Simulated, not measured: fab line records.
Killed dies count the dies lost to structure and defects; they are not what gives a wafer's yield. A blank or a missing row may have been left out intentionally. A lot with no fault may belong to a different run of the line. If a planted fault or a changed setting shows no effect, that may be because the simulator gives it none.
Comparing a struck lot with a sound one + flow nand harc + 17 steps out of a route of 1159
Sound: wafers L627.1, L627.4, L627.5. Wafers struck: L616.1, L616.4, L616.5. The cause is named last.
At each step with rows: each side's tool, then ch and its chambers, then its first start. Under that, the readings that differ: sound wafers + struck wafers + difference of the means + sigmas: that difference in standard deviations of wafers without a fault.
alike: readings with means less than 2 such deviations apart, plus words and numbers identical on both sides. not compared: withheld readings, readings lacking a value on some wafer, bounds such as >300 that could conceal the same value, and numbers that have no deviation in the record and whose values overlap.
A row with sigmas, a row that says differs or no value, or rows on one side alone: a step with any of these is where the two part. When numbers do not overlap yet have no deviation, they are printed without sigmas and do not part them. Lack of a reading on every wafer of one side parts them only where that side has two or more wafers.

NHARC_A_M1_INSPECT_11:
  sound on defect inspect-01, day 21 03:34; struck on defect inspect-02, day 19 04:22
  alike: raw defect count
then, 2 steps without rows for these wafers: NHARC_A_M1_DESCUM_14 (chemistry O2, time 3 s); NHARC_A_M1_ETCH_35 (etches the open film in N2/H2, target depth 40 nm, overetch 12 nm, time 43.94 s).
NHARC_A_M1_ETCH_15: etches the open film in C4F8/Ar, target depth 182.5 nm, time 91.2 s.
  sound: rie diel-13 ch 1,2; struck: rie diel-13 ch 0,1,2
  alike: bias w, oes product au, rf vpp V
  not compared: rf hours counter h
NHARC_A_M1_CD_MEAS_16:
  sound on cd sem-01, day 21 04:14; struck on cd sem-03, day 19 04:44
  alike: cd nm
NHARC_A_M1_STRIP_18: strips in N2/H2.
  sound on rie diel-13 ch 0,2,3, day 21 04:22; struck on rie diel-08 ch 0,2, day 19 04:49
  alike: drypump motor current A, oes product au, rf vpp V, showerhead plenum p Torr, throttle valve pct
  not compared: rf hours counter h
NHARC_A_M1_ETCH_28: etches the open film in CF4/N2, target depth 30 nm, time 72.99 s.
  sound: rie diel-13 ch 0,2; struck: rie diel-08 ch 0,2,3
  alike: bias w, drypump motor current A, oes product au, rf vpp V, showerhead plenum p Torr, throttle valve pct
  not compared: rf hours counter h
then, 2 steps without rows for these wafers: NHARC_A_M1_STRIP_19 (strips in post etch residue remover, time 600 s); NHARC_A_M1_DEGAS_29 (time 60 s).
NHARC_A_M1_PRE_CLEAN_30: time 30 s.
  sound on pvd sputter-01; struck on pvd sputter-03
  alike: heater power w
then, 1 step without rows for these wafers: NHARC_A_M1_PVD_20 (deposits TaN, target thk 5 nm, time 8.06 s).
NHARC_A_M1_PVD_21: deposits Cu, target thk 30 nm, time 20.49 s.
  sound on pvd sputter-01; struck on pvd sputter-03
  alike: throttle valve pct
NHARC_A_M1_ECD_22: material Cu, target thk 400 nm.
  sound on ecd cu-02 ch 0,1, day 21 05:22; struck on ecd cu-02 ch 0,1, day 19 05:48
  no value came back on the struck wafers for bath heat duty pct (%), bath temp c (C); on the sound wafers bath heat duty pct (%) reads 6.2 6.5 7.2
then, 1 step without rows for these wafers: NHARC_A_M1_ANNEAL_31 (time 90 s).
NHARC_A_M1_CMP_23: polishes, t overpolish 20 s, target thk 154.34 nm.
  sound on cmp-03 ch 0,1,2, day 21 06:14; struck on cmp-04 ch 1,2, day 19 06:34
| reading                | sound    | struck | difference | sigmas |
|------------------------|----------|--------|------------|--------|
| time to endpoint s (s) | 27 32 26 | 8 2 5  | -23        | -8     |
  alike: edge zone pressure frac, motor current A, slurry filter dp kPa
NHARC_A_M1_THK_MEAS_24: measures by xrf.
  sound on film metro-02, day 21 06:29; struck on film metro-02, day 19 06:52
| reading     | sound             | struck         | difference | sigmas |
|-------------|-------------------|----------------|------------|--------|
| thk nm (nm) | 153.8 153.0 151.8 | 29.6 28.9 30.7 | -123.1     | -82    |
following that, these wafers have no rows for 1 step: NHARC_A_M1_SRD_25.

WHERE THEY PART
First at NHARC_A_M1_ECD_22; last, within this record, at NHARC_A_M1_THK_MEAS_24.

WHY: whatever the simulator had introduced
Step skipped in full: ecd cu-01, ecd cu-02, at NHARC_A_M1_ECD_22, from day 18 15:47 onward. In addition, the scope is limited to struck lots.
